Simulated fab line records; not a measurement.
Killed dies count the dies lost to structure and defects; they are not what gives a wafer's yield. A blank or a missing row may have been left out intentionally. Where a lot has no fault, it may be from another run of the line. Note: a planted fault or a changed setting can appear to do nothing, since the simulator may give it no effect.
Struck lot and sound lot, side by side	flow n5Finfet	34 out of 1938 route steps
Sound: the wafers L646.2, L646.3, L646.5. Wafers L636.1, L636.2, L636.6 were the ones struck. The cause comes at the end.
Order at every step that has rows: each side's tool, ch and its chambers, its first start. Under that, the readings that differ: sound wafers	struck wafers	difference of the means	sigmas: that difference in standard deviations of wafers without a fault.
alike: a reading whose means differ by less than 2 such deviations, as well as words and numbers matching on both sides. not compared: withheld readings; readings where some wafer has no value; bounds like >300 that might hide an equal value; numbers whose values overlap and for which the record gives no deviation.
The two part at a step that has a row with sigmas, a row that says differs or no value, or rows on one side only. Numbers that have no deviation but don't overlap get no sigmas and don't part them. Lack of a reading on every wafer of one side parts them only where that side has two or more wafers.

first, 1 step without rows for these wafers: N5_BEOL_M4_DEVELOP_10 (develop time 30 s).
N5_BEOL_M4_CD_MEAS_11: the cd target is 16.79 nm.
  sound on cdSem-01 ch 0, day 11 05:46; struck on cdSem-03 ch 0, day 8 09:09
reading	sound	struck	difference	sigmas
cdNm (nm)	17.11 17.33 16.85	16.47 16.68 16.70	-0.48	-2
N5_BEOL_M4_OVL_MEAS_12:
  sound on overlay-02 ch 0, day 11 05:48; struck on overlay-02 ch 0, day 8 09:11
  alike: M4_OVL
N5_BEOL_M4_INSPECT_13: inspects for defects (brightfield).
  sound on defectInspect-01 at day 11 05:51; struck on defectInspect-02 at day 8 09:14
reading	sound	struck	difference	sigmas
rawDefectCount	349 256 312	454 549 513	+200	+2
N5_BEOL_M4_DESCUM_16: chemistry O2, time 7 s.
  sound on rieDiel-05 ch 0,1,3, day 11 06:05; struck on rieDiel-05 ch 0,3, day 8 09:16
  alike: drypumpMotorCurrentA, o2FlowSccm, oesProductAu, rfVppV, showerheadPlenumPTorr, throttleValvePct
  not compared: rfHoursCounterH
N5_BEOL_M4_ETCH_74: etches underlayer in N2/H2, target depth 6.5 nm, time 5.2 s.
  sound on rieDiel-05 ch 0,1,3, day 11 06:07; struck on rieDiel-05 ch 0,3, day 8 09:19
  alike: drypumpMotorCurrentA, etchRfOnTimeS, oesProductAu, rfVppV, showerheadPlenumPTorr, throttleValvePct
  not compared: rfHoursCounterH
N5_BEOL_M4_ETCH_63: etches SiARC in CF4, target depth 15.6 nm, time 26 s.
  sound on rieDiel-05 ch 0,1,3, day 11 06:08; struck on rieDiel-05 ch 0,3, day 8 09:20
  alike: drypumpMotorCurrentA, etchRfOnTimeS, oesProductAu, rfVppV, showerheadPlenumPTorr, throttleValvePct
  not compared: rfHoursCounterH
N5_BEOL_M4_ETCH_64: etches SOC in N2/H2, target depth 75 nm, overetch 22.5 nm, time 121.9 s.
  sound on rieDiel-05 ch 0,1,3, day 11 06:10; struck on rieDiel-05 ch 0,3, day 8 09:21
  alike: drypumpMotorCurrentA, oesProductAu, rfVppV, showerheadPlenumPTorr, throttleValvePct
  not compared: rfHoursCounterH
then, 4 steps without rows for these wafers: N5_BEOL_M4_STRIP_65 (strips in N2/H2); N5_BEOL_M4_STRIP_75 (strips in N2/H2); N5_BEOL_M4_STRIP_66 (strips in CF4); N5_BEOL_M4_HM_OPEN_17 (chemistry Cl2/BCl3, target TiN, target depth 20 nm, overetch 6 nm).
N5_BEOL_M4_STRIP_19: strips in O2.
  sound on rieDiel-01 ch 1,2, day 11 06:27; struck on rieDiel-04 ch 1,3, day 8 09:38
  no value came back on the struck wafers for any of 8 readings (biasPowerW (W), chamberPressureMTorr (mTorr) and others); on the sound wafers biasPowerW (W) reads 0 0 0
reading	sound	struck	difference	sigmas
model.SOC_of_BEOL_M4_COAT_61.thkNm (nm)	0 0 0	52.2 52.2 52.2	+52.2	
  not compared: rfHoursCounterH
N5_BEOL_M4_CD_MEAS_18: pitch 36 nm, target cd 18 nm.
  sound on cdSem-02 at day 11 06:32; struck on cdSem-02 at day 8 09:43
  alike: cdNm
then, 9 steps without rows for these wafers: N5_BEOL_M4_COAT_67 (time 60 s, resist thk 60 nm); N5_BEOL_M4_COAT_68 (time 60 s, resist thk 12 nm); N5_BEOL_M4_COAT_76 (time 60 s, resist thk 5 nm); N5_BEOL_M4_COAT_22 (resist thk 30 nm); N5_BEOL_M4_EBR_24; N5_BEOL_M4_SOFTBAKE_23 (time 60 s); N5_BEOL_M4_EXPOSE_25 (exposes mask V3, defocus 5 nm); N5_BEOL_M4_PEB_26 (peb time 60 s); N5_BEOL_M4_DEVELOP_27 (develop time 30 s).
N5_BEOL_M4_CD_MEAS_28: target cd 26.2 nm, target cd y 24.1 nm.
  sound on cdSem-01 ch 0, day 11 06:53; struck on cdSem-01 ch 0, day 8 10:02
  alike: cdNm
N5_BEOL_M4_OVL_MEAS_29:
  sound on overlay-01 ch 0, day 11 06:56; struck on overlay-01 ch 0, day 8 10:04
  alike: V3_OVL
N5_BEOL_M4_INSPECT_30: inspects for defects (brightfield).
  sound on defectInspect-02 at day 11 06:59; struck on defectInspect-02 at day 8 10:07
  alike: rawDefectCount
then, 4 steps without rows for these wafers: N5_BEOL_M4_DESCUM_33 (chemistry O2, time 7 s); N5_BEOL_M4_ETCH_77 (etches underlayer in N2/H2, target depth 6.5 nm, time 5.2 s); N5_BEOL_M4_ETCH_69 (etches SiARC in CF4, target depth 15.6 nm, time 26 s); N5_BEOL_M4_ALD_98 (deposits SiO2, target thk 2.5 nm, pulse time 1 s, co reactant pulse time 1 s).
N5_BEOL_M4_ETCHBACK_99: etches SiO2 in CHF3, target depth 5 nm, time 10.4 s.
  sound on rieDiel-04 ch 2,3, day 11 08:31; struck on rieDiel-01 ch 0,1,2, day 8 12:49
reading	sound	struck	difference	sigmas
throttleValvePct (%)	17.00 16.57 16.57	17.12 17.38 17.33	+0.56	+2
  alike: drypumpMotorCurrentA, oes_ar_750_au, oesProductAu, rfVppV, showerheadPlenumPTorr
  not compared: rfHoursCounterH
N5_BEOL_M4_ETCH_70: etches SOC in N2/H2, target depth 80 nm, overetch 24 nm, time 130 s.
  sound on rieDiel-04 ch 2,3, day 11 08:32; struck on rieDiel-01 ch 0,1,2, day 8 12:52
reading	sound	struck	difference	sigmas
oesProductAu (a.u.)	0.52 0.64 0.65	0.70 0.85 0.86	+0.20	+4
throttleValvePct (%)	17.59 17.33 17.30	17.83 18.23 18.08	+0.64	+2
model.etch.depthNm (nm)	59.67 59.66 59.84	102.8 104.3 103.2	+43.7	
  alike: drypumpMotorCurrentA, rfVppV, showerheadPlenumPTorr
  not compared: rfHoursCounterH
then, 1 step without rows for these wafers: N5_BEOL_M4_STRIP_71 (strips in N2/H2).
N5_BEOL_M4_RC_MEAS_101:
  the record has rows for the sound wafers here (prober-02 ch 0, day 11 15:24) and none for the struck ones

== WHERE THEY PART ==
At N5_BEOL_M4_CD_MEAS_11 first; at N5_BEOL_M4_RC_MEAS_101 last (within this record only).

WHY: what had been put in by the simulator
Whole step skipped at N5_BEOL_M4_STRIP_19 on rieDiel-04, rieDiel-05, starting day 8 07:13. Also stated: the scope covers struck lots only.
